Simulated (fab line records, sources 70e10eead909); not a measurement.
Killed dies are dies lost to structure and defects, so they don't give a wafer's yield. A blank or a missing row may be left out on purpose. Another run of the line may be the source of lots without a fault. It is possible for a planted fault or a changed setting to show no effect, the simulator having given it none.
fab line records    flow nand-harc
[record] lots = 5  wafers = 15  last-day = 23
route steps=1159 shown A_STAIRCASE@519 END@1159
lots that met no fault: from a run of the same line without faults
start-h: start of the lot's first displayed wafer, in hours after the record's first day    wait-h: hours from the lot's prior step to this one    " repeats the value in the row above    L1.1+2: a row that stands for several wafers    - no value, or no start was given    * or withheld: withheld    < > ~ a bound
route shown NAME@n: a module of which the file shows steps, and the number in the route of the first    usual: the fault-free wafers' mean and standard deviation    same: alike in all rows    chamber/n: place in a boat    sites: the reading at each site    _std_site: the values' standard deviation    _edge_site: inner sites' mean taken away from outer sites' mean    radius-mm: for every site, how far away it sits from the centre of the wafer    mask NAME#n: copy n    behind: the tool/chamber that last shaped the wafer    hold: why the lot went on hold/how many hours it stayed there/how the hold came to an end    device: names the non-switching transistor (n, p or np)    end of line: the route-end tests of the same wafers    a step with no rows: only its recipe    killed: at the first sort, the dies lost to defects and structure; wafer yield is something else    map: a wafer's dies, x killed, . not, _ none there
set.NAME: the run value of the setting; set.NAME@STEP: its run value at that earlier step    model.NAME: the simulator's own value behind a step, which no gauge read
lots at some steps of the route; a table a step, a row a wafer
services: a tool's chamber out of use, with start hour (start-h, from the record's first day; less than 0 if before it), hours out, and reason
[[steps]]
[step NHARC_A_STAIRCASE_DEP_156]
[recipe] target-thk-a = 500  temp-c = 400  target-thk-nm = 50  flow-sccm = 200  rf-w = 450  material = SiNx
[usual] heater-power-w = 721/110  rf-fwd-power-W = 447.8/1.5  showerhead-vpp-V = 1326/90
lot.wafer  tool      chamber  start-h  wait-h  heater-power-w  rf-fwd-power-W  showerhead-vpp-V
L820.2     pecvd-01  2        255.36   0.1     716             445.7           1431
L820.3     "         0        "        "       915             446.7           1360
L820.4     "         2        "        "       702             444.9           1450
L823.2     pecvd-03  2        262.82   0.1     598             449.3           1231
L823.1     "         1        "        "       668             451.1           1428
L823.4     "         1        "        "       647             450.5           1451
L824.1     pecvd-01  0        269.73   0.1     847             448.8           1332
L824.3     "         2        "        "       716             447.7           1435
L824.6     "         1        "        "       614             444.2           1238
L828.3     pecvd-02  0        316.07   0.1     695             448.3           1249
L828.5     "         1        "        "       622             449.1           1392
L828.6     "         0        "        "       685             450.2           1254
L830.3     pecvd-01  1        327.81   0.2     706             447.5           1217
L830.5     "         0        "        "       889             446.6           1350
L830.6     "         1        "        "       700             445.9           1222
[step NHARC_A_STAIRCASE_DEHYDRATE_158]
[recipe] temp-c = 150  time-s = 120
[step NHARC_A_STAIRCASE_HMDS_159]
[recipe] time-s = 30
[step NHARC_A_STAIRCASE_COAT_160]
[recipe] spin-rpm = 1200
[step NHARC_A_STAIRCASE_SOFTBAKE_161]
[recipe] temp-c = 135  time-s = 170
[step NHARC_A_STAIRCASE_EBR_162]
[step NHARC_A_STAIRCASE_EXPOSE_163]
[recipe] na = 0.5  dose-mj = 20.01  mask-id = STAIR_OPEN
[step NHARC_A_STAIRCASE_PEB_164]
[recipe] peb-temp-c = 115  peb-time-s = 130
[step NHARC_A_STAIRCASE_DEVELOP_165]
[recipe] time-s = 140
[step NHARC_A_STAIRCASE_HARDBAKE_167]
[recipe] temp-c = 120  time-s = 140
[step NHARC_A_STAIRCASE_DESCUM_168]
[recipe] time-s = 3  o2-flow-sccm = 200  ar-flow-sccm = 0  bias-power-w = 0  chemistry = O2
[usual] drypump-motor-current-A = 5.72/0.28  oes-product-au = 1.001/0.009  rf-vpp-V = 57.9/0.9  showerhead-plenum-p-Torr = 1.93/0.063  throttle-valve-pct = 11.312/0.0083
lot.wafer  tool         chamber  start-h  wait-h  drypump-motor-current-A  oes-product-au  rf-hours-counter-h  rf-vpp-V  showerhead-plenum-p-Torr  throttle-valve-pct
L820.3     rie-diel-11  1        256.31   -       5.81                     0.995           22                  57.4      1.94                      11.321
L820.4     "            3        "        "       5.50                     1.001           21                  58.9      1.95                      11.304
L820.2     "            0        "        "       6.09                     0.999           13                  58.2      1.94                      11.305
L823.1     rie-diel-02  2        263.80   -       5.66                     1.005           39                  56.7      1.86                      11.323
L823.2     "            3        "        "       6.45                     1.006           39                  58.2      1.77                      11.308
L823.4     "            0        "        "       6.31                     0.983           35                  58.2      1.86                      11.322
L824.1     rie-diel-03  3        270.60   -       5.71                     0.991           18                  57.1      1.83                      11.315
L824.3     "            0        "        "       5.90                     1.007           16                  58.9      1.91                      11.315
L824.6     "            3        "        "       5.69                     1.000           -                   58.3      1.83                      11.300
L828.3     rie-diel-03  2        316.99   -       5.88                     0.993           30                  57.1      1.99                      11.326
L828.6     "            2        "        "       5.88                     0.988           -                   58.8      1.99                      11.311
L828.5     "            3        "        "       5.72                     1.003           -                   57.7      1.83                      11.306
L830.3     rie-diel-11  3        328.87   -       5.51                     1.005           47                  59.0      1.94                      11.323
L830.6     "            0        "        "       6.09                     0.998           -                   56.4      1.93                      11.332
L830.5     "            1        "        "       5.82                     0.996           -                   57.0      1.93                      11.312
[step NHARC_A_STAIRCASE_ETCH_169]
[recipe] target-depth-a = 500  time-s = 107.1  ion-energy-ev = 120  ch3f-flow-sccm = 50  o2-flow-sccm = 30  ar-flow-sccm = 200  rf-w = 500  bias-w = 100  chemistry = CH3F/O2
[usual] drypump-motor-current-A = 5.76/0.28  oes-product-au = 0.946/0.017  rf-fwd-power-W = 497.4/1.6  rf-vpp-V = 244.7/1.3  run-length-s = 128.5/0.37  showerhead-plenum-p-Torr = 2.48/0.076  throttle-valve-pct = 20.664/0.0089
lot.wafer  tool         chamber  start-h  wait-h  drypump-motor-current-A  oes-product-au  rf-fwd-power-W  rf-hours-counter-h  rf-vpp-V  run-length-s  showerhead-plenum-p-Torr  throttle-valve-pct
L820.3     rie-diel-11  3        256.40   0.1     5.50                     0.948           501.0           21                  245.2     128.2         2.50                      20.657
L820.4     "            0        "        "       6.07                     0.945           495.6           13                  243.3     128.6         2.49                      20.666
L820.2     "            2        "        "       5.40                     0.955           498.4           21                  246.7     128.8         2.57                      20.665
L823.4     rie-diel-02  2        263.90   0.1     5.66                     0.939           497.6           39                  244.7     127.9         2.40                      20.651
L823.2     "            3        "        "       6.45                     0.939           497.1           39                  242.5     128.9         2.28                      20.671
L823.1     "            0        "        "       6.28                     0.929           501.3           35                  243.7     128.9         2.39                      20.672
L824.1     rie-diel-03  0        270.81   0.2     5.83                     0.948           496.2           16                  243.4     128.1         2.46                      20.659
L824.3     "            3        "        "       5.72                     0.939           498.7           18                  243.0     128.6         2.36                      20.657
L824.6     "            0        "        "       5.88                     0.945           495.7           -                   243.8     127.9         2.46                      20.671
L828.3     rie-diel-03  2        317.11   0.1     5.88                     0.951           496.1           30                  246.4     128.3         2.55                      20.669
L828.5     "            3        "        "       5.76                     0.953           497.1           -                   242.3     128.2         2.35                      20.672
L828.6     "            0        "        "       5.92                     0.974           495.5           -                   245.9     128.4         2.45                      20.654
L830.3     rie-diel-11  3        328.96   0.1     5.49                     0.925           497.4           47                  245.5     128.9         2.49                      20.658
L830.6     "            0        "        "       6.12                     0.938           499.0           -                   243.9     140.0         2.48                      20.672
L830.5     "            1        "        "       5.85                     0.925           499.4           -                   244.8     128.4         2.48                      20.658
[step NHARC_A_STAIRCASE_ETCH_170]
[recipe] target-depth-a = 2000  time-s = 66.667  ion-energy-ev = 250  c4f6-flow-sccm = 25  o2-flow-sccm = 20  ar-flow-sccm = 500  rf-w = 600  bias-w = 500  chemistry = C4F6/O2
[usual] drypump-motor-current-A = 5.79/0.29  oes-product-au = 0.970/0.013  rf-fwd-power-W = 595.7/2  rf-vpp-V = 547.5/2.5  run-length-s = 88.0/0.39  showerhead-plenum-p-Torr = 3.95/0.11  throttle-valve-pct = 26.904/0.0085
lot.wafer  tool         chamber  start-h  wait-h  drypump-motor-current-A  oes-product-au  rf-fwd-power-W  rf-hours-counter-h  rf-vpp-V  run-length-s  showerhead-plenum-p-Torr  throttle-valve-pct
L820.4     rie-diel-11  3        -        -       5.54                     0.959           597.1           21                  547.7     87.9          3.99                      26.930
L820.3     "            0        "        "       6.11                     0.955           595.8           13                  546.9     88.3          3.97                      26.903
L820.2     "            2        "        "       5.41                     0.963           596.2           21                  550.5     88.3          4.09                      26.907
L823.4     rie-diel-02  3        -        -       6.49                     0.986           592.1           39                  542.1     88.4          3.65                      26.892
L823.2     "            1        "        "       5.08                     0.997           598.1           36                  541.4     88.1          3.66                      26.893
L823.1     "            2        "        "       5.66                     0.997           594.2           40                  544.7     87.5          3.83                      26.896
L824.1     rie-diel-03  0        -        -       5.85                     0.957           598.4           16                  545.3     87.5          3.92                      26.905
L824.3     "            3        "        "       5.73                     0.963           595.0           18                  544.6     87.6          3.77                      26.918
L824.6     "            3        "        "       5.73                     0.956           595.9           -                   541.9     87.8          3.77                      26.900
L828.3     rie-diel-03  3        -        -       5.73                     0.968           595.0           34                  543.6     87.5          3.76                      26.901
L828.5     "            3        "        "       5.72                     0.967           598.6           -                   544.9     87.4          3.76                      26.923
L828.6     "            0        "        "       5.87                     0.984           596.2           -                   545.1     87.8          3.91                      26.890
L830.3     rie-diel-11  0        -        -       6.11                     0.949           593.3           37                  548.2     88.3          3.95                      26.902
L830.5     "            1        "        "       5.86                     0.951           594.2           -                   546.5     88.4          3.96                      26.896
L830.6     "            2        "        "       5.39                     0.952           594.2           -                   549.5     88.2          4.08                      26.903
[step NHARC_END_SORT_01]
[recipe] temp-c = 25
[usual] killed-at-array = 28/11  killed-at-other = 0.5/0.85  killed-at-periphery = 2.7/1.9  killed-dies = 32/12  killed-open = 3.3/1.6  killed-short = 2.1/1.5
[same] gross-dies = 677
lot.wafer  tool       chamber  start-h  wait-h  killed-at-array  killed-at-other  killed-at-periphery  killed-dies  killed-open  killed-short
L823.1     prober-02  0        472.94   2.5     30               0                5                    35           5            4
L823.2     prober-02  0        473.74   2.8     38               0                4                    42           7            2
L823.4     prober-02  0        475.32   3.4     34               0                4                    38           7            1
L820.2     prober-01  0        481.33   2.8     20               0                4                    24           3            0
L820.3     prober-01  0        482.13   3.1     25               0                1                    26           3            2
L820.4     prober-01  0        482.93   3.4     23               1                5                    29           4            4
L824.1     prober-02  0        482.38   2.5     21               1                4                    26           4            4
L824.3     prober-02  0        483.97   3.1     18               2                4                    24           5            1
L824.6     prober-02  0        486.35   4.0     27               0                1                    28           4            7
L830.3     prober-01  0        550.01   3.1     43               2                4                    49           5            3
L830.5     prober-01  0        551.61   3.7     25               1                2                    28           1            1
L830.6     prober-01  0        552.41   4.0     34               1                2                    37           1            2
// killed by level:class
L823.1 A_CHANNEL_HOLE_D1:chamber-film-flake=10 A_SLIT:chamber-film-flake=6 A_CONTACT:chamber-film-flake=3 P_CONTACT:geometric-particle:open=2 A_CHANNEL_FILL_D1:geometric-particle:short=2 A_SGD_CUT:geometric-particle:short=2 A_CONTACT:geometric-particle:open=2 P_M0:chamber-film-flake=2
L823.2 A_CHANNEL_HOLE_D1:chamber-film-flake=13 A_SLIT:chamber-film-flake=11 A_CONTACT:geometric-particle:open=4 A_CONTACT:chamber-film-flake=3 A_WL_FILL:chamber-film-flake=2 A_ONON_D1:geometric-particle:open=1 A_ONON_D1:geometric-particle:short=1 A_CHANNEL_FILL_D1:geometric-particle:short=1
L823.4 A_CHANNEL_HOLE_D1:chamber-film-flake=12 A_SLIT:chamber-film-flake=12 A_WL_FILL:geometric-particle:open=2 A_CONTACT:geometric-particle:open=2 P_ZERO_WELL:chamber-film-flake=2 A_CONTACT:chamber-film-flake=2 P_CONTACT:geometric-particle:short=1 A_ONON_D1:geometric-particle:open=1
L820.2 A_CHANNEL_HOLE_D1:chamber-film-flake=10 A_BLC:chamber-film-flake=5 P_M0:chamber-film-flake=2 A_CONTACT:chamber-film-flake=2 P_GATE:geometric-particle:open=1 A_CHANNEL_FILL_D1:geometric-particle:open=1 A_BLC:geometric-particle:open=1 P_STI:chamber-film-flake=1
L820.3 A_CHANNEL_HOLE_D1:chamber-film-flake=15 A_BLC:chamber-film-flake=4 P_M2:geometric-particle:open=1 A_CHANNEL_HOLE_D1:geometric-particle:open=1 A_CHANNEL_FILL_D1:geometric-particle:open=1 A_WL_FILL:geometric-particle:short=1 A_CONTACT:geometric-particle:short=1 A_STAIRCASE:chamber-film-flake=1
L824.1 A_CHANNEL_HOLE_D1:chamber-film-flake=13 P_CONTACT:geometric-particle:open=3 A_CONTACT:chamber-film-flake=3 A_WL_FILL:geometric-particle:short=2 A_CHANNEL_FILL_D1:geometric-particle:short=1 A_CONTACT:geometric-particle:open=1 STARTING-WAFER:geometric-particle:short=1 P_M0:chamber-film-flake=1
L820.4 A_CHANNEL_HOLE_D1:chamber-film-flake=10 A_CONTACT:chamber-film-flake=5 A_CONTACT:geometric-particle:open=3 P_CONTACT:geometric-particle:short=2 A_BLC:chamber-film-flake=2 A_ONON_D1:geometric-particle:open=1 A_WL_FILL:geometric-particle:short=1 A_CONTACT:geometric-particle:short=1
L824.3 A_CHANNEL_HOLE_D1:chamber-film-flake=12 A_STAIRCASE:chamber-film-flake=2 THIN_TSV:chamber-film-flake=2 P_GATE:geometric-particle:open=1 P_CONTACT:geometric-particle:open=1 P_M1:geometric-particle:open=1 A_SGD_CUT:geometric-particle:short=1 A_WL_FILL:geometric-particle:open=1
L824.6 A_CHANNEL_HOLE_D1:chamber-film-flake=11 A_WL_FILL:geometric-particle:short=5 A_CONTACT:chamber-film-flake=4 A_CONTACT:geometric-particle:open=2 A_M1:geometric-particle:open=2 P_M2:geometric-particle:short=1 A_BLC:geometric-particle:short=1 A_STAIRCASE:chamber-film-flake=1
L830.3 A_CHANNEL_HOLE_D1:chamber-film-flake=19 A_SLIT:chamber-film-flake=14 A_CONTACT:chamber-film-flake=3 P_ZERO_WELL:chamber-film-flake=2 P_CONTACT:geometric-particle:open=1 A_ONON_D1:geometric-particle:open=1 A_ONON_D1:geometric-particle:short=1 A_STAIRCASE:geometric-particle:open=1
L830.5 A_CHANNEL_HOLE_D1:chamber-film-flake=13 A_SLIT:chamber-film-flake=9 A_ONON_D1:geometric-particle:open=1 A_M0:geometric-particle:short=1 P_ZERO_WELL:chamber-film-flake=1 P_STI:chamber-film-flake=1 A_BONDPAD:chamber-film-flake=1 THIN_TSV:chamber-film-flake=1
L830.6 A_CHANNEL_HOLE_D1:chamber-film-flake=18 A_SLIT:chamber-film-flake=9 A_STAIRCASE:chamber-film-flake=4 A_ONON_D1:geometric-particle:short=1 A_CONTACT:geometric-particle:open=1 STARTING-WAFER:geometric-particle:short=1 P_ZERO_WELL:chamber-film-flake=1 P_CONTACT:chamber-film-flake=1
[[services]]
tool         chamber  start-h  hours  kind
rie-diel-03  2        233.58   4.2    repair
pecvd-01     -        237.00   13.0   pm
rie-diel-03  0        248.90   -      clean
rie-diel-03  1        248.90   -      clean
rie-diel-03  2        248.90   -      clean
rie-diel-03  3        248.90   -      clean
rie-diel-11  0        250.85   -      clean
rie-diel-11  1        250.85   -      clean
rie-diel-11  2        250.85   -      clean
rie-diel-11  3        250.85   -      clean
rie-diel-03  0        259.93   7.7    repair
pecvd-03     -        264.44   0.4    repair
rie-diel-03  1        267.17   12.7   repair
rie-diel-11  -        272.47   0.4    repair
rie-diel-03  0        273.40   -      clean
rie-diel-03  2        273.40   -      clean
rie-diel-03  3        273.40   -      clean
rie-diel-11  0        275.35   -      clean
rie-diel-11  1        275.35   -      clean
rie-diel-11  2        275.35   -      clean
rie-diel-11  3        275.35   -      clean
pecvd-03     -        292.41   13.0   pm
pecvd-01     -        318.23   4.8    repair
rie-diel-02  -        328.06   9.0    pm
[[key]]
[first-sign] step = NHARC_A_STAIRCASE_ETCH_169  reading = run-length-s  direction = up  sigmas = 32  usual = *  struck = *
effect none on later readings
met-at NHARC_A_STAIRCASE_ETCH_169
struck-wafers L830.6
tester-left-out L830
onset-between 256.40 328.96
[fault] kind = process-parameter-drift  tool = rie-diel-11  chamber = 0  onset-h = 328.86  steps = NHARC_A_STAIRCASE_ETCH_169  channel = time-s  offset = *  shape = step  end-h = 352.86  acts-in = *  stated = *
// tester-left-out: of these lots the tester's yield and bins aren't shown, on N5 and GAA mostly nor the transistor test; their killed dies are dies lost to structure and defects alone, not to doping, threshold or leakage, so they don't give the yield
